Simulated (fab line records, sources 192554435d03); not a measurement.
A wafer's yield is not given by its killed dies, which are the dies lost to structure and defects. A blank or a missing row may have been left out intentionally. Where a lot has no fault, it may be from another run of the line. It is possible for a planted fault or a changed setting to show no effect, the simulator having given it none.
Matching of chambers | flow n5Finfet | N5_MOL_CONTACT_COAG_ALD_131 on aldSin-03: 4 sister chambers
The step deposits SiO2, target thk 5 nm, pulse time 1 s, co reactant pulse time 1 s. 8 wafers are shown with their chamber, then 9 later ones without.

== WAFERS PAIRED WITH THEIR CHAMBERS ==
wafer  | chamber | heaterPowerW (W) | precursorPulseHeightRel
L078.6 | 1       | 75               | 0.980
L085.6 | 0       | 72               | 0.988
L090.2 | 0       | 73               | 0.996
L090.3 | 3       | 84               | 1.005
L090.6 | 3       | 84               | 1.010
L091.3 | 1       | 76               | 1.029
L091.4 | 2       | 74               | 0.991
L091.6 | 2       | 77               | 1.034

== WAFERS WITH NO CHAMBER GIVEN ==
wafer  | heaterPowerW (W) | precursorPulseHeightRel
L094.1 | 84               | 1.006
L094.3 | 72               | 0.976
L094.4 | 75               | 0.991
L096.1 | 76               | 0.978
L096.5 | 73               | 0.971
L096.6 | 76               | 0.963
L097.2 | 75               | 0.997
L097.3 | 71               | 0.990
L097.6 | 75               | 1.021

== WHICH CHAMBER EACH WENT THROUGH ==
wafer  | from the rows above          | in truth
L094.1 | 3                            | 3
L094.3 | 0                            | 0
L094.4 | can't be placed: 1 or 2 or 0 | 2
L096.1 | can't be placed: 1 or 2 or 0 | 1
L096.5 | can't be placed: 0 or 1 or 2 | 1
L096.6 | can't be placed: 1 or 2 or 0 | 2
L097.2 | can't be placed: 1 or 2 or 0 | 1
L097.3 | 0                            | 0
L097.6 | can't be placed: 2 or 1 or 0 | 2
3 of 9 placed correctly. Cannot be placed on the basis of these rows: 6; the candidates contain the true chamber in 6. Number placed wrongly: 0.
How it was worked out, from the rows above alone: a wafer's distance from a chamber is the root of the sum, over the readings, of the square of ((its reading less the chamber's mean) divided by the reading's scatter). If the next closest chamber is less than 2 further off than the closest, the wafer can't be placed; otherwise it belongs to the closest. Each chamber's mean is taken over the wafers shown for it. The scatter is the square root of a quotient: the sum, over the shown wafers, of each reading's squared deviation from its chamber's mean, divided by wafers minus chambers.
